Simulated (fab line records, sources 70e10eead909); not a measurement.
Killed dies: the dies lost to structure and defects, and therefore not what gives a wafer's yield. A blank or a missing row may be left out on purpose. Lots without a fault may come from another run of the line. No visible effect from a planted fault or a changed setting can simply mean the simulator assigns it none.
Matching of chambers ; flow nand_harc ; NHARC_A_SGD_CUT_DEP_00 on pecvd-04 has 3 sister chambers
The step deposits SiNx, target thk 50 nm. 14 wafers are shown with their chamber, then 7 later ones without.

## WAFERS PAIRED WITH THEIR CHAMBERS
wafer;chamber;heater_power_w (W)
L077.1;2;669
L077.2;0;669
L077.3;1;844
L080.1;0;713
L080.2;1;878
L080.4;1;859
L082.2;1;906
L082.4;2;716
L082.5;1;742
L087.2;0;701
L087.5;0;705
L087.6;1;819
L085.1;0;634
L085.2;2;693

SIGNATURES (means of the wafers above)
reading;chamber 0;chamber 1;chamber 2;scatter within a chamber
heater_power_w;684.40;841.33;692.67;44.3
Rule: a wafer's distance from a chamber is the root of the sum, over the readings, of the square of ((its reading less the chamber's mean) divided by the reading's scatter). The wafer belongs to the nearest chamber; if the next one is less than 2 further off, it can't be placed. The scatter: the root of (the sum of the squares of (reading less its chamber's mean) over the shown wafers, divided by (wafers less chambers)).

## WAFERS MISSING THEIR CHAMBER
wafer;heater_power_w (W)
L085.5;644
L095.3;853
L095.4;636
L095.5;868
L094.1;640
L094.3;716
L094.6;717

## THE CHAMBER EACH PASSED THROUGH
wafer;from the rows above;in truth
L085.5;can't be placed: 0 or 2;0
L095.3;1;1
L095.4;can't be placed: 0 or 2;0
L095.5;1;1
L094.1;can't be placed: 0 or 2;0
L094.3;can't be placed: 2 or 0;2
L094.6;can't be placed: 2 or 0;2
2 of 7 placed correctly. From these rows, 5 cannot be placed; in 5 the true chamber is one of the candidates. Number placed wrongly: 0.
